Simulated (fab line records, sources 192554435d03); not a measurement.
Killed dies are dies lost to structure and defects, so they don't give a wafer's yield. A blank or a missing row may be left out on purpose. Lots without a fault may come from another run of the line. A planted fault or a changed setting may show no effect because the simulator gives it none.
Which tool did it? | flow n5_finfet | 12 lots, 36 wafers sampled, at 4 steps of a route of 1938

WHAT THE GAUGES READ, wafer by wafer
N5_BEOL_M7_CD_MEAS_11: target cd 38.5 nm.
lot  | measured     | on        | cd_nm (nm)
L075 | day 9 20:50  | cd_sem-01 | 38.2 39.0 38.3
L077 | day 10 09:44 | cd_sem-01 | 38.4 38.2 38.1
L079 | day 10 23:16 | cd_sem-03 | 39.0 38.3 38.6
L081 | day 11 11:13 | cd_sem-02 | 38.4 39.2 38.2
L082 | day 11 20:31 | cd_sem-03 | 39.2 38.6 38.2
L085 | day 12 07:14 | cd_sem-01 | 38.1 38.6 38.0
L088 | day 13 05:00 | cd_sem-01 | 38.8 38.8 38.5
L089 | day 13 12:59 | cd_sem-02 | 38.3 37.8 38.5
L090 | day 13 21:26 | cd_sem-02 | 37.9 38.1 38.1
L095 | day 14 22:22 | cd_sem-03 | 38.7 38.2 38.8
L094 | day 14 23:50 | cd_sem-02 | 38.3 38.2 38.6
L097 | day 16 03:01 | cd_sem-03 | 38.9 38.2 38.5

WHICH TOOL RAN EACH LOT (tool, then ch and the chambers of the sampled wafers, then the start)
lot  | N5_BEOL_M6_SURFACE_TREAT_79  | N5_BEOL_M6_DEP_56               | N5_BEOL_M7_CURE_74
L075 | pvd_sputter-02, day 9 14:02  | pecvd-01 ch 0,1, day 9 15:47    | uv_cure-03 ch 2, day 9 16:01
L077 | pvd_sputter-01, day 10 05:12 | pecvd-01 ch 0,1, day 10 07:12   | uv_cure-03 ch 2, day 10 07:24
L079 | pvd_sputter-02, day 10 18:17 | pecvd-02 ch 0,1,2, day 10 20:02 | uv_cure-03 ch 0, day 10 20:19
L081 | pvd_sputter-01, day 11 07:55 | pecvd-02 ch 0,1,2, day 11 09:26 | uv_cure-02 ch 2, day 11 09:37
L082 | pvd_sputter-01, day 11 14:31 | pecvd-02 ch 1,2, day 11 16:34   | uv_cure-02 ch 2, day 11 16:46
L085 | pvd_sputter-01, day 12 02:08 | pecvd-02 ch 0,1,2, day 12 04:16 | uv_cure-02 ch 0, day 12 04:47
L088 | pvd_sputter-02, day 12 23:33 | pecvd-04 ch 0,1,2, day 13 00:41 | uv_cure-01 ch 2, day 13 00:58
L089 | pvd_sputter-02, day 13 08:45 | pecvd-02 ch 0,2, day 13 10:07   | uv_cure-03 ch 0, day 13 10:18
L090 | pvd_sputter-03, day 13 15:49 | pecvd-01 ch 0,1, day 13 16:54   | uv_cure-01 ch 2, day 13 17:16
L095 | pvd_sputter-01, day 14 19:15 | pecvd-02 ch 0,1,2, day 14 20:27 | uv_cure-03 ch 1, day 14 20:43
L094 | pvd_sputter-02, day 14 20:35 | pecvd-01 ch 0,1,2, day 14 22:40 | uv_cure-01 ch 1, day 14 22:52
L097 | pvd_sputter-01, day 15 22:36 | pecvd-02 ch 0,1,2, day 15 23:54 | uv_cure-01 ch 0, day 16 00:06
- N5_BEOL_M6_SURFACE_TREAT_79
- N5_BEOL_M6_DEP_56: deposits SiCN from 3MS/NH3, target thk 10 nm, time 17.5 s.
- N5_BEOL_M7_CURE_74: cures SiCOH lowk, time 240 s.

THE ANSWER, worked out from the rows above alone
Rule: what is usual is taken from the lots themselves. Put in order of their means at a reading, lots are off if they are a third of the lots or fewer, leave a main group of 4 or more, and stand apart from it by a gap of 3 or more times the standard deviation of the main group's means; of several such gaps the widest counts. A main group whose means are all the same, to the digits that the tables above print for the reading, isn't used. A lot without any number at a reading at which 4 lots or more have one is off too. The other lots that the step has rows for count as sound.
No lot is off at any reading shown: from this, nothing can be told.

WHAT THE SIMULATOR HAD PUT IN
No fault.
